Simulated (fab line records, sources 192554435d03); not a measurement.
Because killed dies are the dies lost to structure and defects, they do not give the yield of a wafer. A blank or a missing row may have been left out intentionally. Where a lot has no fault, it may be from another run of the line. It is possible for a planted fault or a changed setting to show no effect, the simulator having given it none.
2 desks looking at one fault / flow n5-finfet / each desk holds nothing but its own numbers, with what lay behind them at the end

AT THE METROLOGY DESK
Means of the sampled wafers that have a number, per lot and without regard to the tool the lot ran on: this is what the gauges read. The brackets show how far a lot's mean lies from the usual mean; more than 4 standard deviations puts the lot out of limits, marked OUT.
Columns: A = cd-nm at N5_MIM_TOP_LITHO_CD_MEAS_08, usual 1999.7 nm
lot=L256; first seen here=day 12 11:20; A=1999.5
lot=L259; first seen here=day 12 11:36; A=2001.0
lot=L258; first seen here=day 12 14:10; A=1997.7
lot=L261; first seen here=day 12 23:21; A=1997.6
lot=L260; first seen here=day 13 03:08; A=2000.0
lot=L262; first seen here=day 13 07:30; A=1999.1
lot=L264; first seen here=day 14 11:19; A=2000.2
lot=L269; first seen here=day 15 21:17; A=2001.5
lot=L274; first seen here=day 16 17:26; A=2000.9
lot=L277; first seen here=day 17 07:11; A=2001.1
lot=L279; first seen here=day 17 12:07; A=1997.2
This desk found nothing out of limits on any of the 11 lots.

THE TOOL OWNER'S DESK: rie-metal-02
The tool's own readings at N5_MIM_BOT_ETCH_ETCH_03 (etches the open film in Cl2/BCl3, target depth 12 nm): means of the sampled wafers that have a number, for each lot that ran on this tool. The brackets show how far a lot's mean lies from the usual mean; more than 4 standard deviations puts the lot out of limits, marked OUT.
Columns: A = drypump-motor-current-A at N5_MIM_BOT_ETCH_ETCH_03, usual 5.7 A; B = oes-product-au at N5_MIM_BOT_ETCH_ETCH_03, usual 0.76 a.u.; C = throttle-valve-pct at N5_MIM_BOT_ETCH_ETCH_03, usual 27.38 %
lot=L256; first seen here=day 12 12:27; A=6.1; B=0.68; C=27.19
lot=L261; first seen here=day 13 02:36; A=6.1; B=0.67; C=27.17
lot=L260; first seen here=day 13 05:16; A=6.0; B=0.67; C=27.19
lot=L262; first seen here=day 13 08:55; A=5.6; B=0.67; C=27.19
lot=L264; first seen here=day 14 12:29; A=6.1; B=0.66; C=27.19
lot=L269; first seen here=day 15 22:25; A=5.8; B=1.01; C=27.26
This desk found nothing out of limits on any of the 6 lots.

TAKEN TOGETHER
The metrology desk saw nothing out of limits.
The desk of the tool owner found nothing out of limits.

WHAT THE SIMULATOR PUT IN
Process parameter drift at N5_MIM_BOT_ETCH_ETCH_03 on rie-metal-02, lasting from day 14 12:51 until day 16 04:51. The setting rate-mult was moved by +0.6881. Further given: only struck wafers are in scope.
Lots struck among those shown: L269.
